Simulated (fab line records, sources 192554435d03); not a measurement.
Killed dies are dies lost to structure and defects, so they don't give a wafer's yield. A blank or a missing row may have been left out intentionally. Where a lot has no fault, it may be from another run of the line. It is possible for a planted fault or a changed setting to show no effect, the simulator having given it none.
fab line records    flow n5Finfet
record lots=7  wafers=21
route steps=1938 shown BEOL_M11@1565 BEOL_M12@1602 BEOL_M13@1661 BEOL_M14@1739 BEOL_M15@1801
startH: the number of hours between the record's first day and the start of the first shown wafer of the lot    waitH: hours from the lot's prior step to this one    " unchanged from the row above    L1.1+2: several wafers, shown together as one row    - no value, or no start was given    * or withheld: withheld    < > ~ a bound
route shown NAME@n: a module of which the file shows steps, and the number in the route of the first    usual: mean/standard deviation of fault-free wafers    same: alike in all rows    chamber/n: place in a boat    sites: the reading at each site    _std_site: standard deviation of those values    _edge_site: outer sites' mean less inner sites'    radiusMm: how far each site lies from the wafer's centre    mask NAME#n: copy n    behind: the last tool/chamber to shape the wafer    hold: what put the lot on hold/how long, in hours/how the hold closed    device: which transistor (n, p or np) failed to switch    end of line: the route-end tests of the same wafers    where a step has no rows: the recipe by itself    killed: count of dies lost to structure and defects at first sort (not the wafer's yield)    map: a wafer's dies, x killed, . not, _ none there
set.NAME: the setting as run; set.NAME@STEP: as run at that earlier step    model.NAME: the simulator's own value behind a step, which no gauge read
lots with deliberately changed settings; one table per step, one row per wafer
## steps
# step N5_BEOL_M11_EXPOSE_25
# recipe maskId=V10  na=1.35  sourceShape=annular  sigmaInner=0.5  sigmaOuter=0.8  polarization=unpolarized  doseMj=85.5
lot.wafer   tool            chamber  startH  waitH  mask   set.doseMj
L074.2+3    arfiScanner-03  0        213.50  -      V10#0  85.5
L074.4      "               0        "       "      V10#0  89.78
L075.2+3    arfiScanner-01  0        220.86  -      V10#0  85.5
L075.6      "               0        "       "      V10#0  88.16
L077.1+5+6  arfiScanner-02  0        235.36  -      V10#0  85.5
L078.1+3+6  arfiScanner-02  0        248.22  -      V10#0  85.5
L088.2+4+5  arfiScanner-03  0        299.54  -      V10#0  85.5
L095.1      arfiScanner-01  0        328.58  -      V10#0  81.13
L095.3+5    "               0        "       "      V10#0  85.5
L096.1+3    arfiScanner-02  0        345.27  -      V10#0  85.5
L096.5      "               0        "       "      V10#0  81.1
# step N5_BEOL_M11_PEB_26
# recipe pebTempC=withheld  pebTimeS=60  resist=CAR-ArF
# step N5_BEOL_M11_DEVELOP_27
# recipe developTimeS=30  developer=TMAH  resist=CAR-ArF  rinseLiquid=diw  dry=airSpin  devTempC=23
lot.wafer  tool           chamber  startH  waitH  set.spinRpm@BEOL_M11_COAT_22  model.CAR-ArF_of_BEOL_M11_COAT_22.thkNm
L074.2+3   lithoTrack-04  0        -       -      1500                          88.6
L074.4     "              0        "       "      1500                          88.2
L075.2+3   lithoTrack-04  0        -       -      1500                          88.6
L075.6     "              0        "       "      1500                          88.4
L077.1+6   lithoTrack-05  0        -       -      1500                          88.2
L077.5     "              0        "       "      1598                          85.4
L078.1+3   lithoTrack-05  0        -       -      1500                          88.4
L078.6     "              0        "       "      1500                          88.2
L088.2     lithoTrack-05  0        -       -      1500                          88.6
L088.4     "              0        "       "      1500                          88.4
L088.5     "              0        "       "      1500                          87.8
L095.1     lithoTrack-04  0        -       -      1556                          86
L095.3     "              0        "       "      1500                          87.8
L095.5     "              0        "       "      1556                          86.6
L096.1+3   lithoTrack-01  0        -       -      1616                          84.6
L096.5     "              0        "       "      1500                          87.8
# step N5_BEOL_M11_CD_MEAS_28
# recipe targetCdNm=70  landingEnergyEv=500  detector=seInlens  polarity=opening
# usual cdNm=69.9/1.3
lot.wafer  tool      chamber  startH  waitH  set.doseMj@BEOL_M11_EXPOSE_25  cdNm
L074.2     cdSem-01  0        213.62  -      85.5                           71.3
L074.3     "         0        "       "      85.5                           71.6
L074.4     "         0        "       "      89.78                          75.1
L075.2     cdSem-01  0        220.99  -      85.5                           70.4
L075.3     "         0        "       "      85.5                           71.8
L075.6     "         0        "       "      88.16                          72.5
L077.1     cdSem-02  0        235.49  -      85.5                           68.9
L077.5     "         0        "       "      85.5                           68.9
L077.6     "         0        "       "      85.5                           69.2
L078.1     cdSem-01  0        248.36  -      85.5                           71.0
L078.3     "         0        "       "      85.5                           68.8
L078.6     "         0        "       "      85.5                           67.4
L088.2     cdSem-01  0        299.66  -      85.5                           68.3
L088.4     "         0        "       "      85.5                           68.9
L088.5     "         0        "       "      85.5                           67.3
L095.1     cdSem-01  0        328.71  -      81.13                          66.6
L095.3     "         0        "       "      85.5                           70.8
L095.5     "         0        "       "      85.5                           70.6
L096.1     cdSem-03  0        345.40  -      85.5                           71.9
L096.3     "         0        "       "      85.5                           71.5
L096.5     "         0        "       "      81.1                           66.2
# step N5_BEOL_M12_ILD_DEP_00
# recipe material=SiOC  targetThkA=6589.2  tempC=350  precursor=DEMS/O2  pressureTorr=5  rfW=500  timeS=130.7
lot.wafer  tool      chamber  startH  waitH  set.timeS  model.SiOC_of_BEOL_M12_ILD_DEP_00.thkNm
L074.2     pecvd-01  1        219.18  0.0    130.7      665.6
L074.3     "         0        "       "      120.4      604.8
L074.4     "         1        "       "      130.7      676.6
L075.2     pecvd-01  2        224.52  0.0    116.3      583.6
L075.3     "         1        "       "      130.7      662
L075.6     "         1        "       "      130.7      676
L077.1     pecvd-01  1        239.59  0.0    130.7      667
L077.5     "         2        "       "      130.7      666.4
L077.6     "         1        "       "      125.8      649.4
L078.1     pecvd-01  2        251.44  0.0    130.7      662.6
L078.3     "         0        "       "      130.7      662.8
L078.6     "         1        "       "      130.7      666.2
L088.2     pecvd-02  0        303.29  0.0    130.7      638.4
L088.4     "         0        "       "      139.5      695.4
L088.5     "         0        "       "      130.7      648.6
L095.1     pecvd-03  0        332.77  0.0    130.7      658.6
L095.3     "         1        "       "      113        557.6
L095.5     "         2        "       "      130.7      670.2
L096.1     pecvd-02  0        350.41  0.0    130.7      656.6
L096.3     "         2        "       "      141.8      730.8
L096.5     "         0        "       "      141.8      716.8
# step N5_BEOL_M12_THK_MEAS_01
# recipe reads=SiOC_of_BEOL_M12_ILD_DEP_00
# usual M12_ILD_THK=664/7.9
lot.wafer  tool          chamber  startH  waitH  set.timeS@BEOL_M12_ILD_DEP_00  M12_ILD_THK[nm]
L074.2     filmMetro-02  -        219.31  0.1    130.7                          665
L074.3     "             -        "       "      120.4                          605
L074.4     "             -        "       "      130.7                          676
L075.2     filmMetro-01  -        224.65  0.1    116.3                          583
L075.3     "             -        "       "      130.7                          662
L075.6     "             -        "       "      130.7                          676
L077.1     filmMetro-02  -        239.73  0.1    130.7                          667
L077.5     "             -        "       "      130.7                          667
L077.6     "             -        "       "      125.8                          649
L078.1     filmMetro-02  -        251.57  0.1    130.7                          663
L078.3     "             -        "       "      130.7                          662
L078.6     "             -        "       "      130.7                          666
L088.2     filmMetro-01  -        303.47  0.1    130.7                          639
L088.4     "             -        "       "      139.5                          696
L088.5     "             -        "       "      130.7                          648
L095.1     filmMetro-02  -        332.90  0.1    130.7                          658
L095.3     "             -        "       "      113                            558
L095.5     "             -        "       "      130.7                          669
L096.1     filmMetro-02  -        350.54  0.1    130.7                          656
L096.3     "             -        "       "      141.8                          730
L096.5     "             -        "       "      141.8                          717
# step N5_BEOL_M12_COAT_58
# recipe resist=BARC  tempC=205  timeS=60  spinRpm=1500  resistThkNm=89
# step N5_BEOL_M12_COAT_04
# recipe spinRpm=1625  resistThkNm=400
# step N5_BEOL_M12_DESCUM_15
# recipe chemistry=O2  timeS=7.9  sourcePowerW=50  biasPowerW=20  pressureMtorr=20  rfFrequencyHz=2.712e+07  tempC=40  o2FlowSccm=225
# step N5_BEOL_M12_ETCH_59
# recipe chemistry=N2/H2  target=BARC  targetDepthA=890  overetchA=267  timeS=67.9  ionEnergyEv=200  pressureMtorr=30  sourceW=840  biasW=150  n2FlowSccm=200  h2FlowSccm=200
# step N5_BEOL_M12_VIA_ETCH_16
# recipe chemistry=C4F8/O2/Ar  target=SiOC  pressureMtorr=30  sourceW=3000  biasW=700  Ar_flow_sccm=400  C4F8_flow_sccm=15  O2_flow_sccm=8  heInnerTorr=15  heOuterTorr=30  targetDepthA=7248  timeS=withheld  ionEnergyEv=250  ends=cleared
lot.wafer  tool        chamber  startH  waitH  set.timeS@BEOL_M12_ILD_DEP_00  model.etch.depthNm  model.coat_of_BEOL_M12_COAT_04.thkNm
L074.2     rieDiel-04  0        220.00  0.0    *                              665.7               120.8
L074.3     "           3        "       "      *                              604.8               139.8
L074.4     "           2        "       "      *                              676.5               117.2
L075.2     rieDiel-02  2        226.07  0.0    *                              583.5               146.2
L075.3     "           1        "       "      *                              662.1               122.4
L075.6     "           2        "       "      *                              676.1               118.8
L077.1     rieDiel-04  1        240.20  0.0    *                              666.9               118.4
L077.5     "           0        "       "      *                              666.4               123
L077.6     "           1        "       "      *                              649.3               122.6
L078.1     rieDiel-06  3        252.17  0.0    *                              662.7               122.8
L078.3     "           2        "       "      *                              662.8               120
L078.6     "           3        "       "      *                              666.2               122.6
L088.2     rieDiel-06  0        303.95  0.0    *                              638.4               125
L088.4     "           1        "       "      *                              695.3               110
L088.5     "           3        "       "      *                              648.6               127.6
L095.1     rieDiel-06  3        333.38  0.0    *                              658.6               125.8
L095.3     "           0        "       "      *                              557.7               150.2
L095.5     "           3        "       "      *                              670.1               121.6
L096.1     rieDiel-02  3        351.02  0.0    *                              656.6               122.4
L096.3     "           1        "       "      *                              730.9               99.2
L096.5     "           3        "       "      *                              716.8               104.2
# step N5_BEOL_M12_STRIP_63
# recipe chemistry=N2/H2  powerW=1000  tempC=250  h2Frac=0.65  overashFraction=0.3  pressureMtorr=1000  n2FlowSccm=1750  h2FlowSccm=3250
# usual stripTimeToEndpointS=42.0/0.8
lot.wafer  tool            chamber  startH  waitH  set.timeS@BEOL_M12_ILD_DEP_00  stripTimeToEndpointS
L074.2     plasmaAsher-02  0        220.20  -      130.7                          41.9
L074.3     "               0        "       "      120.4                          47.0
L074.4     "               1        "       "      130.7                          40.9
L075.2     plasmaAsher-01  0        226.27  -      116.3                          48.7
L075.3     "               0        "       "      130.7                          42.3
L075.6     "               0        "       "      130.7                          41.4
L077.1     plasmaAsher-01  1        240.40  -      130.7                          41.2
L077.5     "               1        "       "      130.7                          42.5
L077.6     "               0        "       "      125.8                          42.4
L078.1     plasmaAsher-02  0        252.37  -      130.7                          42.4
L078.3     "               1        "       "      130.7                          41.7
L078.6     "               0        "       "      130.7                          42.4
L088.2     plasmaAsher-01  0        304.15  -      130.7                          43.0
L088.4     "               0        "       "      139.5                          39.0
L088.5     "               1        "       "      130.7                          43.7
L095.1     plasmaAsher-01  0        333.58  -      130.7                          43.2
L095.3     "               0        "       "      113                            49.7
L095.5     "               0        "       "      130.7                          42.1
L096.1     plasmaAsher-01  1        351.22  -      130.7                          42.3
L096.3     "               0        "       "      141.8                          36.0
L096.5     "               1        "       "      141.8                          37.4
# step N5_BEOL_M13_COAT_58
# recipe resist=BARC  tempC=205  timeS=60  spinRpm=1500  resistThkNm=89
lot.wafer  tool           chamber  startH  waitH  set.spinRpm  model.BARC_of_BEOL_M13_COAT_58.thkNm
L074.2+4   lithoTrack-03  0        223.83  0.0    1500         89
L074.3     "              0        "       "      1598         86.4
L075.2     lithoTrack-04  0        230.64  0.0    1647         84.6
L075.3     "              0        "       "      1500         88.8
L075.6     "              0        "       "      1647         84.8
L077.1     lithoTrack-03  0        246.46  0.0    1441         91
L077.5     "              0        "       "      1500         89.2
L077.6     "              0        "       "      1441         90.8
L078.1+3   lithoTrack-03  0        259.66  0.0    1500         89.2
L078.6     "              0        "       "      1500         89
L088.2     lithoTrack-04  0        307.90  0.0    1500         89.4
L088.4     "              0        "       "      1500         89.6
L088.5     "              0        "       "      1365         93.6
L095.1     lithoTrack-04  0        354.98  0.0    1666         84
L095.3     "              0        "       "      1500         88.4
L095.5     "              0        "       "      1500         88.8
L096.1+5   lithoTrack-03  0        355.18  0.0    1614         85.8
L096.3     "              0        "       "      1500         89
# step N5_BEOL_M13_ETCH_59
# recipe chemistry=N2/H2  target=BARC  targetDepthA=890  overetchA=267  timeS=67.9  ionEnergyEv=200  pressureMtorr=30  sourceW=840  biasW=150  n2FlowSccm=200  h2FlowSccm=200
lot.wafer  tool        chamber  startH  waitH  set.timeS  set.spinRpm@BEOL_M13_COAT_58  model.etch.depthNm  model.coat_of_BEOL_M13_COAT_04.thkNm
L074.2     rieDiel-01  0        224.23  0.0    67.9       1500                          88.94               314.8
L074.3     "           1        "       "      53.85      1598                          86.46               329.2
L074.4     "           0        "       "      53.85      1500                          88.98               329.4
L075.2     rieDiel-03  3        231.31  0.0    67.9       1647                          84.51               317.4
L075.3     "           0        "       "      67.9       1500                          88.76               320.8
L075.6     "           1        "       "      55.45      1647                          84.76               329.4
L077.1     rieDiel-05  3        246.86  0.0    67.9       1441                          90.97               318.6
L077.5     "           2        "       "      67.9       1500                          89.13               317
L077.6     "           1        "       "      75.64      1441                          90.83               312
L078.1     rieDiel-05  3        260.05  0.0    67.9       1500                          89.22               318
L078.3     "           1        "       "      67.9       1500                          89.24               317.8
L078.6     "           1        "       "      67.9       1500                          89.07               318.2
L088.2     rieDiel-05  0        308.42  0.0    67.9       1500                          89.46               315.6
L088.4     "           0        "       "      78.17      1500                          89.58               304.6
L088.5     "           1        "       "      67.9       1365                          93.66               315.8
L095.1     rieDiel-01  3        355.50  0.0    67.9       1666                          84.03               314.6
L095.3     "           1        "       "      67.9       1500                          88.46               316.2
L095.5     "           2        "       "      76.91      1500                          88.72               307.4
L096.1     rieDiel-03  2        355.68  0.0    67.9       1614                          85.7                316.2
L096.3     "           0        "       "      67.9       1500                          89                  320.2
L096.5     "           2        "       "      67.9       1614                          85.74               318.2
# step N5_BEOL_M13_VIA_ETCH_16
# recipe chemistry=C4F8/O2/Ar  target=SiOC  pressureMtorr=30  sourceW=3000  biasW=700  Ar_flow_sccm=400  C4F8_flow_sccm=15  O2_flow_sccm=8  heInnerTorr=15  heOuterTorr=30  targetDepthA=9217  timeS=withheld  ionEnergyEv=250  ends=cleared
# step N5_BEOL_M13_STRIP_63
# recipe chemistry=N2/H2  powerW=1000  tempC=250  h2Frac=0.65  overashFraction=0.3  pressureMtorr=1000  n2FlowSccm=1750  h2FlowSccm=3250
# step N5_BEOL_M13_STRIP_64
# recipe chemistry=N2/H2  powerW=1000  tempC=250  h2Frac=0.65  overashFraction=0.3  pressureMtorr=withheld  n2FlowSccm=1750  h2FlowSccm=3250
# usual stripTimeToEndpointS=31.32/0.073
lot.wafer  tool            chamber  startH  waitH  set.spinRpm@BEOL_M13_COAT_58  stripTimeToEndpointS
L074.2     plasmaAsher-01  1        224.57  0.0    1500                          31.30
L074.3     "               0        "       "      1598                          30.59
L074.4     "               1        "       "      1500                          31.32
L075.2     plasmaAsher-01  1        231.67  0.0    1647                          30.01
L075.3     "               1        "       "      1500                          31.25
L075.6     "               0        "       "      1647                          30.09
L077.1     plasmaAsher-02  0        247.20  0.0    1441                          31.87
L077.5     "               0        "       "      1500                          31.35
L077.6     "               1        "       "      1441                          31.83
L078.1     plasmaAsher-02  1        260.40  0.0    1500                          31.35
L078.3     "               1        "       "      1500                          31.38
L078.6     "               1        "       "      1500                          31.33
L088.2     plasmaAsher-02  0        308.77  0.0    1500                          31.45
L088.4     "               0        "       "      1500                          31.47
L088.5     "               0        "       "      1365                          32.64
L095.1     plasmaAsher-01  1        355.85  0.0    1666                          29.89
L095.3     "               0        "       "      1500                          31.15
L095.5     "               1        "       "      1500                          31.22
L096.1     plasmaAsher-02  1        356.03  0.0    1614                          30.38
L096.3     "               1        "       "      1500                          31.31
L096.5     "               0        "       "      1614                          30.38
# step N5_BEOL_M14_COAT_22
# recipe spinRpm=2888  resistThkNm=300
lot.wafer  tool           chamber  startH  waitH  set.spinRpm  model.coat_of_BEOL_M14_COAT_22.thkNm
L074.2     lithoTrack-02  0        -       -      2621         314.2
L074.3     "              0        "       "      2621         315.6
L074.4     "              0        "       "      2888         299.6
L075.2     lithoTrack-01  0        -       -      2888         299.6
L075.3     "              0        "       "      2888         298.4
L075.6     "              0        "       "      2744         306.6
L077.1     lithoTrack-01  0        -       -      2583         316
L077.5     "              0        "       "      2583         317.2
L077.6     "              0        "       "      2888         300.6
L078.1     lithoTrack-05  0        -       -      2888         302
L078.3     "              0        "       "      2888         301.6
L078.6     "              0        "       "      2888         301
L088.2     lithoTrack-01  0        -       -      2731         307.8
L088.4     "              0        "       "      2888         298.8
L088.5     "              0        "       "      2888         299.6
L095.1     lithoTrack-05  0        -       -      2888         300.2
L095.3     "              0        "       "      2888         300.6
L095.5     "              0        "       "      2888         301.2
L096.1     lithoTrack-05  0        -       -      2888         301.2
L096.3     "              0        "       "      2705         311
L096.5     "              0        "       "      2705         311.2
# step N5_BEOL_M15_PEB_26
# recipe pebTempC=130  pebTimeS=90
lot.wafer   tool           chamber  startH  waitH  set.pebTimeS
L074.2      lithoTrack-02  0        235.01  0.0    72.28
L074.3+4    "              0        "       "      90
L075.2+3    lithoTrack-03  0        241.95  0.0    90
L075.6      "              0        "       "      84.6
L077.1+5+6  lithoTrack-04  0        261.63  0.1    90
L078.1+3+6  lithoTrack-02  0        271.31  0.1    90
L088.2+4    lithoTrack-04  0        324.24  0.0    99.82
L088.5      "              0        "       "      90
L095.1      lithoTrack-03  0        368.76  0.1    90
L095.3+5    "              0        "       "      99.29
L096.1+3    lithoTrack-04  0        369.23  0.1    90
L096.5      "              0        "       "      84.42
# step N5_BEOL_M15_DEVELOP_27
# recipe developTimeS=45  rinseLiquid=diw  dry=airSpin  devTempC=21
# step N5_BEOL_M15_HARDBAKE_32
# recipe tempC=130  timeS=120
# step N5_BEOL_M15_CD_MEAS_28
# recipe targetCdNm=407.6  landingEnergyEv=500  detector=seInlens
# usual cdNm=408.4/2
lot.wafer  tool      chamber  startH  waitH  set.pebTimeS@BEOL_M15_PEB_26  cdNm
L074.2     cdSem-03  0        235.13  -      72.28                         399.7
L074.3     "         0        "       "      90                            412.1
L074.4     "         0        "       "      90                            412.5
L075.2     cdSem-03  0        242.07  -      90                            409.9
L075.3     "         0        "       "      90                            408.8
L075.6     "         0        "       "      84.6                          408.3
L077.1     cdSem-02  0        261.75  -      90                            408.0
L077.5     "         0        "       "      90                            410.0
L077.6     "         0        "       "      90                            407.9
L078.1     cdSem-02  0        271.43  -      90                            407.7
L078.3     "         0        "       "      90                            408.5
L078.6     "         0        "       "      90                            409.2
L088.2     cdSem-02  0        324.35  -      99.82                         410.2
L088.4     "         0        "       "      99.82                         411.2
L088.5     "         0        "       "      90                            408.1
L095.1     cdSem-02  0        368.87  -      90                            408.3
L095.3     "         0        "       "      99.29                         410.7
L095.5     "         0        "       "      99.29                         411.0
L096.1     cdSem-02  0        369.35  -      90                            405.0
L096.3     "         0        "       "      90                            404.5
L096.5     "         0        "       "      84.42                         403.0
# step N5_BEOL_M15_DESCUM_33
# recipe chemistry=O2  timeS=7.9  sourcePowerW=50  biasPowerW=20  pressureMtorr=20  rfFrequencyHz=2.712e+07  tempC=40  o2FlowSccm=225
lot.wafer  tool        chamber  startH  waitH  set.pebTimeS@BEOL_M15_PEB_26  model.BEOL_M15.cdNm
L074.2     rieDiel-03  3        235.22  0.0    72.28                         400
L074.3+4   "           2,0      "       "      90                            412.2
L075.2     rieDiel-05  1        242.17  0.0    90                            409.8
L075.3     "           3        "       "      90                            409
L075.6     "           2        "       "      84.6                          407.8
L077.1     rieDiel-05  0        261.83  0.0    90                            407.6
L077.5     "           2        "       "      90                            410
L077.6     "           1        "       "      90                            407.8
L078.1     rieDiel-01  2        271.72  0.2    90                            407.8
L078.3     "           0        "       "      90                            408.6
L078.6     "           3        "       "      90                            409.2
L088.2     rieDiel-01  2        324.70  0.3    99.82                         410.6
L088.4     "           3        "       "      99.82                         411.2
L088.5     "           1        "       "      90                            408
L095.1     rieDiel-03  3        369.30  0.4    90                            408
L095.3     "           2        "       "      99.29                         410.4
L095.5     "           3        "       "      99.29                         411
L096.1     rieDiel-05  0        369.52  0.1    90                            405
L096.3     "           1        "       "      90                            404.6
L096.5     "           2        "       "      84.42                         402.6
# step N5_BEOL_M15_ETCH_61
# recipe chemistry=N2/H2  target=BARC  targetDepthA=890  overetchA=267  timeS=67.9  ionEnergyEv=200  pressureMtorr=30  sourceW=840  biasW=150  n2FlowSccm=200  h2FlowSccm=200
lot.wafer  tool        chamber  startH  waitH  set.pebTimeS@BEOL_M15_PEB_26  model.BEOL_M15.cdNm
L074.2     rieDiel-03  3        235.25  0.0    72.28                         390.8
L074.3     "           2        "       "      90                            404.8
L074.4     "           0        "       "      90                            403
L075.2     rieDiel-05  1        242.21  0.0    90                            403.8
L075.3     "           3        "       "      90                            402.2
L075.6     "           2        "       "      84.6                          400.4
L077.1     rieDiel-05  0        261.87  0.0    90                            402
L077.5     "           2        "       "      90                            401.8
L077.6     "           1        "       "      90                            400.6
L078.1     rieDiel-01  2        271.76  0.0    90                            400.6
L078.3     "           0        "       "      90                            401
L078.6     "           3        "       "      90                            400.8
L088.2     rieDiel-01  2        324.74  0.0    99.82                         403.6
L088.4     "           3        "       "      99.82                         404.2
L088.5     "           1        "       "      90                            400.8
L095.1     rieDiel-03  3        369.33  0.0    90                            401
L095.3     "           2        "       "      99.29                         402.8
L095.5     "           3        "       "      99.29                         403.2
L096.1+3   rieDiel-05  0,1      369.56  0.0    90                            397.4
L096.5     "           2        "       "      84.42                         394.8
# step N5_BEOL_M15_TRENCH_ETCH_34
# recipe chemistry=C4F8/O2/Ar  target=SiO2  targetDepthA=8729.3  heInnerTorr=15  heOuterTorr=30  timeS=199  ionEnergyEv=800  pressureMtorr=20  sourceW=1905  biasW=2040  Ar_flow_sccm=400  C4F8_flow_sccm=16  O2_flow_sccm=12
lot.wafer  tool        chamber  startH  waitH  set.pebTimeS@BEOL_M15_PEB_26  model.BEOL_M15.cdNm
L074.2     rieDiel-03  3        235.30  0.0    72.28                         391.2
L074.3     "           2        "       "      90                            404.4
L074.4     "           0        "       "      90                            403.4
L075.2     rieDiel-05  1        242.26  0.0    90                            403.8
L075.3     "           3        "       "      90                            401.6
L075.6     "           2        "       "      84.6                          400.4
L077.1     rieDiel-05  0        261.92  0.0    90                            402.4
L077.5     "           2        "       "      90                            401.6
L077.6     "           1        "       "      90                            400.6
L078.1     rieDiel-01  2        271.81  0.0    90                            400.6
L078.3     "           0        "       "      90                            400.2
L078.6     "           3        "       "      90                            401
L088.2     rieDiel-01  2        324.79  0.0    99.82                         403.6
L088.4     "           3        "       "      99.82                         404.4
L088.5     "           1        "       "      90                            401.8
L095.1     rieDiel-03  3        369.38  0.0    90                            401.4
L095.3     "           2        "       "      99.29                         402.6
L095.5     "           3        "       "      99.29                         403.4
L096.1     rieDiel-05  0        369.61  0.0    90                            397.6
L096.3     "           1        "       "      90                            397
L096.5     "           2        "       "      84.42                         395
## key
split step=N5_BEOL_M11_EXPOSE_25  setting=doseMj  stated=85.5  by=wafer
response step=N5_BEOL_M11_CD_MEAS_28  reading=cdNm  change=+0.822  per=1%  r=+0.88
split step=N5_BEOL_M12_ILD_DEP_00  setting=timeS  stated=130.7  by=wafer
response step=N5_BEOL_M12_ILD_DEP_00  reading=model.SiOC_of_BEOL_M12_ILD_DEP_00.thkNm  change=+7.81  per=1%  r=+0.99
response step=N5_BEOL_M12_THK_MEAS_01  reading=M12_ILD_THK  change=+7.81  per=1%  r=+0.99
response step=N5_BEOL_M12_VIA_ETCH_16  reading=model.etch.depthNm  change=+7.82  per=1%  r=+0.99
response step=N5_BEOL_M12_VIA_ETCH_16  reading=model.coat_of_BEOL_M12_COAT_04.thkNm  change=-2.2  per=1%  r=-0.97
response step=N5_BEOL_M12_STRIP_63  reading=stripTimeToEndpointS  change=*  per=1%  r=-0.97
split step=N5_BEOL_M13_COAT_58  setting=spinRpm  stated=1500  by=wafer
response step=N5_BEOL_M13_COAT_58  reading=model.BARC_of_BEOL_M13_COAT_58.thkNm  change=-0.424  per=1%  r=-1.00
response step=N5_BEOL_M13_ETCH_59  reading=model.etch.depthNm  change=-0.425  per=1%  r=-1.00
response step=N5_BEOL_M13_STRIP_64  reading=stripTimeToEndpointS  change=*  per=1%  r=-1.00
split step=N5_BEOL_M13_ETCH_59  setting=timeS  stated=67.9  by=wafer
response step=N5_BEOL_M13_ETCH_59  reading=model.coat_of_BEOL_M13_COAT_04.thkNm  change=-0.638  per=1%  r=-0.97
split step=N5_BEOL_M14_COAT_22  setting=spinRpm  stated=2888  by=wafer
response step=N5_BEOL_M14_COAT_22  reading=model.coat_of_BEOL_M14_COAT_22.thkNm  change=-1.57  per=1%  r=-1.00
split step=N5_BEOL_M15_PEB_26  setting=pebTimeS  stated=90  by=wafer
response step=N5_BEOL_M15_CD_MEAS_28  reading=cdNm  change=+0.463  per=1%  r=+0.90
response step=N5_BEOL_M15_DESCUM_33  reading=model.BEOL_M15.cdNm  change=+0.47  per=1%  r=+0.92
response step=N5_BEOL_M15_ETCH_61  reading=model.BEOL_M15.cdNm  change=+0.5  per=1%  r=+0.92
response step=N5_BEOL_M15_TRENCH_ETCH_34  reading=model.BEOL_M15.cdNm  change=+0.463  per=1%  r=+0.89
split outsideThisFile step=N5_BEOL_M11_COAT_22 setting=spinRpm
# split outsideThisFile: this setting was split too, and the file shows its column; the key of that split is in another file
